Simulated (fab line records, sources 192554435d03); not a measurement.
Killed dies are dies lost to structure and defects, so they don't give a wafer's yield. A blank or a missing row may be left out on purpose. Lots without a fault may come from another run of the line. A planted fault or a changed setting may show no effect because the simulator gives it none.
Chamber matching | flow n5_finfet | N5_BEOL_M6_DEP_56 on pecvd-01: 3 sister chambers
The step deposits SiCN from 3MS/NH3, target thk 10 nm, time 17.5 s. 3 wafers are shown with their chamber, then 10 later ones without.

WAFERS WITH THEIR CHAMBER
wafer  | chamber | throttle_valve_pct (%)
L084.4 | 0       | 10.3
L088.1 | 2       | 8.6
L088.2 | 1       | 10.1

WAFERS WITHOUT THEIR CHAMBER
wafer  | throttle_valve_pct (%)
L088.3 | 10.6
L085.2 | 10.6
L085.4 | 10.6
L085.5 | 10.1
L091.1 | 8.6
L091.3 | 10.6
L091.6 | 10.2
L093.2 | 8.6
L093.3 | 10.6
L093.6 | 10.1

WHICH CHAMBER EACH WENT THROUGH
wafer  | from the rows above     | in truth
L088.3 | can't be placed: 0 or 1 | 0
L085.2 | can't be placed: 0 or 1 | 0
L085.4 | can't be placed: 0 or 1 | 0
L085.5 | can't be placed: 1 or 0 | 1
L091.1 | 2                       | 2
L091.3 | can't be placed: 0 or 1 | 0
L091.6 | can't be placed: 1 or 0 | 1
L093.2 | 2                       | 2
L093.3 | can't be placed: 0 or 1 | 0
L093.6 | can't be placed: 1 or 0 | 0
Placed correctly: 2 of 10. Can't be placed from these rows: 8 (the true chamber is among the candidates in 8). Placed wrongly: 0.
How it was worked out, from the rows above alone: a wafer's distance from a chamber is the root of the sum, over the readings, of the square of ((its reading less the chamber's mean) divided by the reading's scatter). The wafer belongs to the nearest chamber; if the next one is less than 2 further off, it can't be placed. A chamber's mean is the mean of its shown wafers. The scatter: with one shown wafer a chamber, the root of the mean of the squares of how far each hidden wafer lies from its nearest shown one.
